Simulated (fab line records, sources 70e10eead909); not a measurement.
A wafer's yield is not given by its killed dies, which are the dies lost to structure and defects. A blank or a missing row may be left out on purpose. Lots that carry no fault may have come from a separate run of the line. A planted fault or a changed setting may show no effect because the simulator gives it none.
fab line records	flow nand_harc
record: lots: 6	wafers: 18	last_day: 34
route steps=1302 shown A_CONTACT@1052 END@1302
lots that met no fault: taken from a fault-free run of the same line
start_h: hours from the record's opening day to when the first of the lot's shown wafers began	wait_h: time in hours since the lot's previous step	" the same as in the row above	L1.1+2: a row that stands for several wafers	- no value, or no start given	* or withheld: withheld	< > ~ a bound
route shown NAME@n: NAME is a module with steps in the file, n the number in the route of the first one	usual: average and standard deviation across the fault-free wafers	same: alike in all rows	chamber/n: place in a boat	sites: the reading at each site	_std_site: standard deviation of those values	_edge_site: inner sites' mean taken away from outer sites' mean	radius_mm: for every site, how far away it sits from the centre of the wafer	mask NAME#n: copy n	behind: the last tool/chamber to shape the wafer	hold: why the lot was held/for how many hours/how that ended	device: which transistor (n, p or np) failed to switch	end of line: the route-end tests of the same wafers	step lacking rows: just its recipe	killed: dies that structure and defects cost at the first sort, which is not the same as the wafer's yield	map: per-die view of a wafer (x killed, . not killed, _ where there is no die)
set.NAME: the setting as run; set.NAME@STEP: as run at that earlier step	model.NAME: the simulator's own value behind a step, which no gauge read
lots seen at some steps along the route; tables by step, rows by wafer
services: the hour from which a tool's chamber was out of use, counted from the record's first day as start_h (under 0 if before that day), plus the number of hours and why
== steps ==
step: NHARC_A_CONTACT_ETCH_129
recipe: source_w: withheld	pressure_mtorr: 20	bias_v: 3000	time_s: 197	target_depth_a: 19180	ar_flow_sccm: withheld	c4f8_flow_sccm: withheld	o2_flow_sccm: withheld	chemistry: C4F8/O2/Ar
step: NHARC_A_CONTACT_ETCH_130
recipe: source_w: withheld	pressure_mtorr: 20	bias_v: 3000	time_s: 197	target_depth_a: 19180	ar_flow_sccm: withheld	c4f8_flow_sccm: withheld	o2_flow_sccm: withheld	chemistry: C4F8/O2/Ar
lot.wafer	tool	chamber	start_h	wait_h	rf_hours_counter_h
L450.1	har_cap_etch-01	1	589.10	0.1	13
L450.4	"	0	"	"	-
L450.6	"	1	"	"	-
L453.1	har_cap_etch-02	0	625.93	0.2	108
L453.2	"	1	"	"	108
L453.6	"	1	"	"	-
L454.2	har_cap_etch-03	1	629.88	0.3	64
L454.1	"	0	"	"	64
L454.4	"	0	"	"	-
L460.2	har_cap_etch-03	1	670.17	0.1	73
L460.6	"	0	"	"	-
L460.5	"	1	"	"	-
L464.2	har_cap_etch-03	1	741.53	0.1	82
L464.3	"	1	"	"	-
L464.5	"	1	"	"	-
L465.2	har_cap_etch-01	1	758.72	0.1	42
L465.4	"	1	"	"	-
L465.6	"	0	"	"	-
step: NHARC_A_CONTACT_ETCH_131
recipe: source_w: withheld	pressure_mtorr: 20	bias_v: 3000	time_s: 197	target_depth_a: 19180	ar_flow_sccm: withheld	c4f8_flow_sccm: withheld	o2_flow_sccm: withheld	chemistry: C4F8/O2/Ar
step: NHARC_A_CONTACT_ETCH_132
recipe: source_w: withheld	pressure_mtorr: 20	bias_v: 3000	time_s: 197	target_depth_a: 19240	ar_flow_sccm: withheld	c4f8_flow_sccm: withheld	o2_flow_sccm: withheld	chemistry: C4F8/O2/Ar
lot.wafer	tool	chamber	start_h	wait_h	rf_hours_counter_h
L450.1	har_cap_etch-01	1	589.44	0.1	14
L450.4	"	0	"	"	-
L450.6	"	1	"	"	-
L453.1	har_cap_etch-02	0	626.41	0.2	108
L453.2	"	1	"	"	108
L453.6	"	1	"	"	-
L454.2	har_cap_etch-03	1	630.51	0.3	64
L454.1	"	0	"	"	64
L454.4	"	0	"	"	-
L460.2	har_cap_etch-03	1	670.53	0.1	74
L460.6	"	0	"	"	-
L460.5	"	1	"	"	-
L464.2	har_cap_etch-03	1	741.88	0.1	82
L464.3	"	1	"	"	-
L464.5	"	1	"	"	-
L465.2	har_cap_etch-01	1	759.07	0.1	43
L465.4	"	1	"	"	-
L465.6	"	0	"	"	-
step: NHARC_A_CONTACT_ETCH_133
recipe: source_w: withheld	pressure_mtorr: 20	bias_v: 400	time_s: 374	target_depth_a: 16100	ar_flow_sccm: withheld	c4f8_flow_sccm: 11.5	o2_flow_sccm: 7.2	chemistry: C4F8/O2/Ar
lot.wafer	tool	chamber	start_h	wait_h	rf_hours_counter_h
L450.1	har_cap_etch-01	1	589.66	0.2	14
L450.4	"	0	"	"	-
L450.6	"	1	"	"	-
L453.1	har_cap_etch-02	0	626.64	0.2	108
L453.2	"	1	"	"	108
L453.6	"	1	"	"	-
L454.2	har_cap_etch-03	1	630.83	0.3	65
L454.1	"	0	"	"	65
L454.4	"	0	"	"	-
L460.2	har_cap_etch-03	1	670.74	0.2	74
L460.6	"	0	"	"	-
L460.5	"	1	"	"	-
L464.2	har_cap_etch-03	1	742.10	0.2	82
L464.3	"	1	"	"	-
L464.5	"	1	"	"	-
L465.2	har_cap_etch-01	1	759.25	0.2	43
L465.4	"	1	"	"	-
L465.6	"	0	"	"	-
step: NHARC_A_CONTACT_ETCH_91
recipe: target_depth_a: 400	over_etch_frac: 0.5	time_s: 85.7	ion_energy_ev: 120	ch3f_flow_sccm: 50	o2_flow_sccm: 30	ar_flow_sccm: 200	rf_w: 500	bias_w: 100	chemistry: CH3F/O2
usual: bias_w: 100.06/0.29	drypump_motor_current_A: 5.7/0.43	mfc_ar_sccm: 200.2/0.56	oes_product_au: 0.937/0.025	rf_vpp_V: 245.0/1.6	showerhead_plenum_p_Torr: 2.51/0.1	throttle_valve_pct: 20.662/0.0094
lot.wafer	tool	chamber	start_h	wait_h	bias_w	drypump_motor_current_A	mfc_ar_sccm	oes_product_au	rf_hours_counter_h	rf_vpp_V	showerhead_plenum_p_Torr	throttle_valve_pct
L450.4	rie_diel-03	3	590.74	0.9	100.30	5.0	201.8	0.930	22	244.8	2.58	20.668
L450.1	"	0	"	"	100.21	5.4	199.5	0.926	22	246.1	2.65	20.662
L450.6	"	3	"	"	99.61	5.0	201.1	0.930	-	245.4	2.58	20.665
L453.1	rie_diel-11	3	627.59	0.9	100.37	6.0	199.9	0.942	5	243.7	2.42	20.673
L453.2	"	0	"	"	100.19	5.6	199.5	0.916	5	245.5	2.54	20.660
L453.6	"	3	"	"	100.16	6.0	200.5	0.938	-	243.2	2.42	20.674
L454.4	rie_diel-11	2	631.93	0.6	99.89	6.1	200.4	1.000	4	246.9	2.59	20.653
L454.1	"	3	"	"	99.86	6.1	200.3	1.014	6	243.4	2.42	20.639
L454.2	"	1	"	"	99.50	5.5	199.7	1.005	4	247.1	2.61	20.652
L460.2	rie_diel-03	2	671.47	0.7	100.02	6.3	200.3	0.919	7	243.4	2.48	20.655
L460.6	"	1	"	"	99.78	5.8	201.3	0.918	-	242.1	2.34	20.661
L460.5	"	2	"	"	99.93	6.3	200.1	0.928	-	244.8	2.48	20.664
L464.3	rie_diel-11	1	742.83	0.5	100.10	5.5	199.6	0.939	40	245.5	2.60	20.668
L464.2	"	3	"	"	100.66	6.1	199.2	0.961	41	243.0	2.41	20.661
L464.5	"	1	"	"	100.40	5.5	199.2	0.955	-	246.3	2.60	20.652
L465.2	rie_diel-03	0	760.05	0.7	99.87	5.5	201.0	0.919	18	247.2	2.64	20.664
L465.4	"	1	"	"	99.85	5.8	200.7	0.917	21	243.1	2.34	20.675
L465.6	"	0	"	"	99.80	5.5	200.1	0.928	-	247.1	2.64	20.668
step: NHARC_A_CONTACT_ETCH_97
recipe: target_depth_a: 200	over_etch_frac: 0.5	time_s: 10	ion_energy_ev: 250	c4f6_flow_sccm: 25	o2_flow_sccm: 20	ar_flow_sccm: 500	rf_w: 600	bias_w: 500	chemistry: C4F6/O2
step: NHARC_A_CONTACT_CD_MEAS_80
usual: cd_nm: 289.5/0.95
lot.wafer	tool	chamber	start_h	wait_h	cd_nm
L450.1	cd_sem-02	-	590.95	-	291.0
L450.4	"	-	"	"	290.3
L450.6	"	-	"	"	290.8
L453.1	cd_sem-02	-	627.80	-	290.4
L453.2	"	-	"	"	289.4
L453.6	"	-	"	"	289.9
L454.1	cd_sem-03	-	632.15	-	289.1
L454.2	"	-	"	"	288.3
L454.4	"	-	"	"	290.0
L460.2	cd_sem-02	-	671.68	-	289.0
L460.5	"	-	"	"	289.5
L460.6	"	-	"	"	289.0
L464.2	cd_sem-01	-	743.05	-	287.7
L464.3	"	-	"	"	287.6
L464.5	"	-	"	"	287.7
L465.2	cd_sem-02	-	760.26	-	288.0
L465.4	"	-	"	"	287.9
L465.6	"	-	"	"	288.8
step: NHARC_A_CONTACT_STRIP_103
recipe: n2_flow_sccm: 150	h2_flow_sccm: 150	ar_flow_sccm: 0	bias_w: 0	chemistry: N2/H2
step: NHARC_A_CONTACT_STRIP_104
recipe: cf4_flow_sccm: 100	chf3_flow_sccm: 30	ar_flow_sccm: 0	bias_w: 0	chemistry: CF4/CHF3
step: NHARC_A_CONTACT_STRIP_105
recipe: o2_flow_sccm: 400	cos_flow_sccm: 20	ar_flow_sccm: 0	bias_w: 0	chemistry: O2/COS
step: NHARC_A_CONTACT_ETCH_106
recipe: target_depth_a: 900	overetch_a: 90	time_s: 49.5	ion_energy_ev: 100	cf4_flow_sccm: 80	o2_flow_sccm: 20	ar_flow_sccm: 0	rf_w: 300	bias_w: 100	chemistry: CF4/O2
usual: bias_w: 100.0/0.31	drypump_motor_current_A: 5.7/0.35	mfc_ar_sccm: 0.007/0.0087	oes_product_au: 1.002/0.013	rf_vpp_V: 198.5/1.4	showerhead_plenum_p_Torr: 1.36/0.056	throttle_valve_pct: 13.397/0.0089
lot.wafer	tool	chamber	start_h	wait_h	bias_w	drypump_motor_current_A	mfc_ar_sccm	oes_product_au	rf_hours_counter_h	rf_vpp_V	showerhead_plenum_p_Torr	throttle_valve_pct
L450.1	rie_diel-03	3	591.24	0.1	100.4	4.9	0.009	1.005	22	200.3	1.40	13.381
L450.4	"	0	"	"	99.5	5.5	0	0.993	22	199.2	1.44	13.403
L450.6	"	0	"	"	99.8	5.4	0	1.004	-	199.6	1.44	13.387
L453.2	rie_diel-11	2	628.10	0.1	99.5	6.1	0.000	1.006	4	198.8	1.41	13.401
L453.1	"	0	"	"	99.8	5.6	0.010	0.994	5	199.7	1.38	13.393
L453.6	"	2	"	"	100.1	6.1	0.000	1.002	-	196.6	1.41	13.392
L454.4	rie_diel-11	2	632.45	0.1	99.9	6.1	0.000	0.998	4	198.6	1.41	13.390
L454.2	"	3	"	"	100.1	6.0	0	1.002	6	196.7	1.32	13.401
L454.1	"	0	"	"	100.0	5.6	0.010	0.975	5	199.3	1.38	13.394
L460.2	rie_diel-10	2	671.98	0.1	100.1	5.7	0.023	1.002	19	197.7	1.30	13.410
L460.5	"	3	"	"	99.5	5.9	0	1.010	-	199.0	1.43	13.397
L460.6	"	0	"	"	100.1	5.6	0	1.012	-	198.1	1.31	13.413
L464.2	rie_diel-10	3	743.34	0.0	100.2	5.9	0	1.012	47	200.1	1.42	13.407
L464.3	"	0	"	"	100.1	5.7	0	1.016	48	197.2	1.30	13.386
L464.5	"	3	"	"	99.8	5.9	0	1.006	-	199.6	1.42	13.400
L465.4	rie_diel-11	2	760.67	0.1	99.7	6.1	0.000	0.987	44	199.1	1.40	13.413
L465.2	"	3	"	"	100.2	6.1	0	1.009	49	196.4	1.31	13.385
L465.6	"	2	"	"	100.2	6.1	0.000	0.984	-	198.4	1.40	13.391
step: NHARC_A_CONTACT_STRIP_82
recipe: o2_flow_sccm: 500	ar_flow_sccm: 0	bias_w: 0	chemistry: O2
usual: bias_w: 0/0	chamber_pressure_mTorr: 60.00/0.056	drypump_motor_current_A: 5.7/0.37	mfc_ar_sccm: 0.006/0.0081	oes_product_au: 1.004/0.013	rf_vpp_V: 57.9/0.84	showerhead_plenum_p_Torr: 3.60/0.14	throttle_valve_pct: 17.037/0.0085
lot.wafer	tool	chamber	start_h	wait_h	bias_w	chamber_pressure_mTorr	drypump_motor_current_A	mfc_ar_sccm	oes_product_au	rf_hours_counter_h	rf_vpp_V	showerhead_plenum_p_Torr	throttle_valve_pct
L450.1	rie_diel-03	1	591.38	-	0	59.97	5.8	0.020	1.041	20	57.0	3.37	17.042
L450.4	"	2	"	"	0	60.11	6.3	0	1.004	20	56.6	3.57	17.042
L450.6	"	0	"	"	0	60.01	5.5	0	0.999	-	57.3	3.80	17.047
L453.2	rie_diel-11	2	628.17	-	-	-	-	-	-	-	-	-	-
L453.1	"	1	"	"	-	-	-	-	-	-	-	-	-
L453.6	"	2	"	"	-	-	-	-	-	-	-	-	-
L454.2	rie_diel-11	0	632.53	-	-	-	-	-	-	-	-	-	-
L454.1	"	1	"	"	-	-	-	-	-	-	-	-	-
L454.4	"	3	"	"	-	-	-	-	-	-	-	-	-
L460.2	rie_diel-10	1	672.10	-	0	60.00	5.2	0	1.005	19	57.1	3.55	17.042
L460.6	"	3	"	"	0	60.07	5.9	0	1.011	-	58.2	3.76	17.038
L460.5	"	0	"	"	0	59.98	5.6	0	1.016	-	58.0	3.46	17.036
L464.2	rie_diel-10	1	743.44	-	0	60.00	5.2	0	1.001	42	58.6	3.53	17.038
L464.3	"	2	"	"	0	59.97	5.7	0.023	1.013	41	57.9	3.43	17.026
L464.5	"	0	"	"	0	60.01	5.7	0	1.012	-	57.5	3.44	17.040
L465.4	rie_diel-11	1	760.80	-	0	59.94	5.5	0.007	1.005	45	57.6	3.72	17.031
L465.2	"	2	"	"	0	60.14	6.2	0.000	1.007	44	58.0	3.69	17.046
L465.6	"	3	"	"	0	59.91	6.1	0	1.021	-	57.8	3.46	17.038
step: NHARC_A_CONTACT_STRIP_83
recipe: time_s: 600	temp_c: 30	chemistry: post_etch_residue_remover
step: NHARC_END_SORT_01
recipe: temp_c: 25
usual: killed_at_array: 56/17	killed_at_other: 0.9/1.2	killed_at_periphery: 3.9/2.5	killed_dies: 61/17	killed_open: 3.2/1.8	killed_short: 2.7/1.7
same: gross_dies: 677
lot.wafer	tool	chamber	start_h	wait_h	killed_at_array	killed_at_other	killed_at_periphery	killed_dies	killed_open	killed_short
L453.1	prober-01	0	680.36	2.5	671	0	6	677	7	5
L453.2	prober-01	0	681.16	2.8	671	0	6	677	2	5
L453.6	prober-01	0	684.37	4.0	670	1	6	677	4	2
L454.1	prober-02	0	685.12	2.5	674	0	3	677	2	0
L454.2	prober-02	0	685.91	2.8	671	1	5	677	7	1
L454.4	prober-02	0	687.51	3.4	668	0	9	677	1	3
L460.5	prober-02	0	734.60	3.7	80	0	0	80	3	4
L460.6	prober-02	0	735.40	4.0	76	1	3	80	4	4
L464.2	prober-02	0	801.06	2.8	51	0	3	54	2	1
L464.3	prober-02	0	801.86	3.1	64	0	3	67	1	4
L464.5	prober-02	0	803.46	3.7	72	1	5	78	3	6
killed by level:class
L453.1 A_CONTACT:area_strip=618 A_SLIT:chamber_film_flake=19 A_CHANNEL_HOLE_D2:chamber_film_flake=19 A_CHANNEL_HOLE_D1:chamber_film_flake=3 A_CONTACT:chamber_film_flake=3 A_ONON_D1:geometric_particle:open=2 P_GATE:chamber_film_flake=2 P_GATE:geometric_particle:short=1
L453.2 A_CONTACT:area_strip=610 A_SLIT:chamber_film_flake=36 A_CHANNEL_HOLE_D2:chamber_film_flake=11 A_CONTACT:chamber_film_flake=6 A_WL_FILL:geometric_particle:short=2 P_STI:chamber_film_flake=2 A_CHANNEL_HOLE_D1:chamber_film_flake=2 P_GATE:geometric_particle:short=1
L453.6 A_CONTACT:area_strip=617 A_SLIT:chamber_film_flake=38 A_CHANNEL_HOLE_D2:chamber_film_flake=7 A_CHANNEL_HOLE_D1:chamber_film_flake=4 P_STI:chamber_film_flake=3 P_GATE:geometric_particle:open=1 P_CONTACT:geometric_particle:open=1 A_CHANNEL_FILL_D1:geometric_particle:open=1
L454.1 A_CONTACT:area_strip=619 A_CHANNEL_HOLE_D1:chamber_film_flake=30 A_CONTACT:chamber_film_flake=10 A_SGD_CUT:chamber_film_flake=8 A_SLIT:chamber_film_flake=3 P_GATE:chamber_film_flake=2 P_M0:geometric_particle:open=1 A_CHANNEL_FILL_D1:geometric_particle:open=1
L454.2 A_CONTACT:area_strip=606 A_CHANNEL_HOLE_D1:chamber_film_flake=39 A_SGD_CUT:chamber_film_flake=7 A_SLIT:chamber_film_flake=5 P_GATE:chamber_film_flake=3 A_CONTACT:chamber_film_flake=3 A_CHANNEL_FILL_D2:geometric_particle:open=2 A_ZERO_WELL:chamber_film_flake=2
L454.4 A_CONTACT:area_strip=622 A_CHANNEL_HOLE_D1:chamber_film_flake=29 A_CONTACT:chamber_film_flake=7 P_GATE:chamber_film_flake=5 A_SGD_CUT:chamber_film_flake=4 A_SGD_CUT:geometric_particle:short=2 P_STI:chamber_film_flake=2 A_SLIT:chamber_film_flake=2
L460.5 A_SLIT:chamber_film_flake=35 A_CHANNEL_HOLE_D1:chamber_film_flake=29 A_CONTACT:chamber_film_flake=4 A_ZERO_WELL:chamber_film_flake=3 A_CHANNEL_FILL_D1:geometric_particle:short=2 A_ONON_D1:geometric_particle:short=1 A_CHANNEL_FILL_D1:geometric_particle:open=1 A_WL_FILL:geometric_particle:short=1
L460.6 A_CHANNEL_HOLE_D1:chamber_film_flake=36 A_SLIT:chamber_film_flake=21 A_STAIRCASE:chamber_film_flake=4 A_CONTACT:chamber_film_flake=4 A_WL_FILL:chamber_film_flake=3 P_CONTACT:geometric_particle:open=1 A_ONON_D1:geometric_particle:short=1 A_CHANNEL_FILL_D1:geometric_particle:open=1
L464.2 A_CHANNEL_HOLE_D1:chamber_film_flake=14 A_SLIT:chamber_film_flake=13 A_CHANNEL_HOLE_D2:chamber_film_flake=12 A_CHANNEL_FILL_D2:chamber_film_flake=3 P_ZERO_WELL:chamber_film_flake=2 A_DECK1_JOINT:chamber_film_flake=2 A_STAIRCASE:chamber_film_flake=2 P_CONTACT:geometric_particle:open=1
L464.3 A_CHANNEL_HOLE_D2:chamber_film_flake=35 A_SLIT:chamber_film_flake=11 A_CHANNEL_HOLE_D1:chamber_film_flake=5 A_CONTACT:chamber_film_flake=3 A_M0:chamber_film_flake=3 P_M0:geometric_particle:short=1 A_ONON_D1:geometric_particle:short=1 A_ONON_D1:geometric_particle:open=1
L464.5 A_SLIT:chamber_film_flake=25 A_CHANNEL_HOLE_D2:chamber_film_flake=17 A_CHANNEL_HOLE_D1:chamber_film_flake=13 A_CONTACT:chamber_film_flake=4 A_CHANNEL_FILL_D1:geometric_particle:short=2 A_BLC:geometric_particle:open=2 P_ZERO_WELL:chamber_film_flake=2 P_GATE:chamber_film_flake=2
map L453.1 (x killed, . not)
____________x____________
_________xxxxxxx_________
_______xxxxxxxxxxx_______
______xxxxxxxxxxxxx______
_____xxxxxxxxxxxxxxx_____
____xxxxxxxxxxxxxxxxx____
____xxxxxxxxxxxxxxxxx____
___xxxxxxxxxxxxxxxxxxx___
___xxxxxxxxxxxxxxxxxxx___
__xxxxxxxxxxxxxxxxxxxxx__
__xxxxxxxxxxxxxxxxxxxxx__
_xxxxxxxxxxxxxxxxxxxxxxx_
_xxxxxxxxxxxxxxxxxxxxxxx_
_xxxxxxxxxxxxxxxxxxxxxxx_
_xxxxxxxxxxxxxxxxxxxxxxx_
_xxxxxxxxxxxxxxxxxxxxxxx_
xxxxxxxxxxxxxxxxxxxxxxxxx
xxxxxxxxxxxxxxxxxxxxxxxxx
xxxxxxxxxxxxxxxxxxxxxxxxx
xxxxxxxxxxxxxxxxxxxxxxxxx
xxxxxxxxxxxxxxxxxxxxxxxxx
_xxxxxxxxxxxxxxxxxxxxxxx_
_xxxxxxxxxxxxxxxxxxxxxxx_
_xxxxxxxxxxxxxxxxxxxxxxx_
_xxxxxxxxxxxxxxxxxxxxxxx_
_xxxxxxxxxxxxxxxxxxxxxxx_
__xxxxxxxxxxxxxxxxxxxxx__
__xxxxxxxxxxxxxxxxxxxxx__
___xxxxxxxxxxxxxxxxxxx___
___xxxxxxxxxxxxxxxxxxx___
____xxxxxxxxxxxxxxxxx____
____xxxxxxxxxxxxxxxxx____
_____xxxxxxxxxxxxxxx_____
______xxxxxxxxxxxxx______
_______xxxxxxxxxxx_______
_________xxxxxxx_________
____________x____________
map L454.1 (x killed, . not)
____________x____________
_________xxxxxxx_________
_______xxxxxxxxxxx_______
______xxxxxxxxxxxxx______
_____xxxxxxxxxxxxxxx_____
____xxxxxxxxxxxxxxxxx____
____xxxxxxxxxxxxxxxxx____
___xxxxxxxxxxxxxxxxxxx___
___xxxxxxxxxxxxxxxxxxx___
__xxxxxxxxxxxxxxxxxxxxx__
__xxxxxxxxxxxxxxxxxxxxx__
_xxxxxxxxxxxxxxxxxxxxxxx_
_xxxxxxxxxxxxxxxxxxxxxxx_
_xxxxxxxxxxxxxxxxxxxxxxx_
_xxxxxxxxxxxxxxxxxxxxxxx_
_xxxxxxxxxxxxxxxxxxxxxxx_
xxxxxxxxxxxxxxxxxxxxxxxxx
xxxxxxxxxxxxxxxxxxxxxxxxx
xxxxxxxxxxxxxxxxxxxxxxxxx
xxxxxxxxxxxxxxxxxxxxxxxxx
xxxxxxxxxxxxxxxxxxxxxxxxx
_xxxxxxxxxxxxxxxxxxxxxxx_
_xxxxxxxxxxxxxxxxxxxxxxx_
_xxxxxxxxxxxxxxxxxxxxxxx_
_xxxxxxxxxxxxxxxxxxxxxxx_
_xxxxxxxxxxxxxxxxxxxxxxx_
__xxxxxxxxxxxxxxxxxxxxx__
__xxxxxxxxxxxxxxxxxxxxx__
___xxxxxxxxxxxxxxxxxxx___
___xxxxxxxxxxxxxxxxxxx___
____xxxxxxxxxxxxxxxxx____
____xxxxxxxxxxxxxxxxx____
_____xxxxxxxxxxxxxxx_____
______xxxxxxxxxxxxx______
_______xxxxxxxxxxx_______
_________xxxxxxx_________
____________x____________
== services ==
tool	chamber	start_h	hours	kind
har_cap_etch-02	-	587.83	0.1	repair
rie_diel-11	0	590.93	-	clean
rie_diel-11	1	590.93	-	clean
rie_diel-11	2	590.93	-	clean
rie_diel-11	3	590.93	-	clean
rie_diel-10	-	596.86	9.0	pm
rie_diel-11	-	609.89	9.0	pm
rie_diel-11	0	609.89	9.0	vent_cycle
rie_diel-11	1	609.89	9.0	vent_cycle
rie_diel-11	2	609.89	9.0	vent_cycle
rie_diel-11	3	609.89	9.0	vent_cycle
rie_diel-11	0	618.89	-	clean
rie_diel-11	0	618.89	-	consumable_replace:focus_ring
rie_diel-11	1	618.89	-	clean
rie_diel-11	2	618.89	-	clean
rie_diel-03	-	635.30	9.0	pm
rie_diel-11	-	640.23	0.9	repair
rie_diel-11	2	649.12	6.7	repair
rie_diel-03	3	662.92	3.0	repair
rie_diel-11	2	673.69	7.5	repair
rie_diel-11	3	714.27	8.0	repair
rie_diel-03	2	723.60	6.0	repair
rie_diel-10	3	734.25	3.3	repair
har_cap_etch-02	-	756.04	17.0	pm
== key ==
first_sign: step: NHARC_A_CONTACT_STRIP_82	reading: tool_record	direction: missing
effect: step: NHARC_END_SORT_01	reading: killed_at_array	direction: up	sigmas: 36	usual: 56	struck: 671
more_kills_born_at: NHARC_A_CONTACT_STRIP_82@rie_diel-11: 3692
met_at NHARC_A_CONTACT_STRIP_82
struck_wafers L453.1,L453.2,L453.6,L454.1,L454.2,L454.4
later_rows_left_out L453.1,L453.2,L453.6,L454.1,L454.2,L454.4
tester_left_out L453,L454
fault: kind: skipped_step_whole	tool: rie_diel-11	chamber: -	onset_h: 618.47	steps: NHARC_A_CONTACT_STRIP_82	scope: struck_lots_only
tester_left_out: of these lots the tester's yield and bins aren't shown, on N5 and GAA mostly nor the transistor test; their killed dies are dies lost to structure and defects alone, not to doping, threshold or leakage, so they don't give the yield
later_rows_left_out: the simulator's readings of these wafers behind a module that went badly wrong aren't trusted and aren't shown, but for the sort
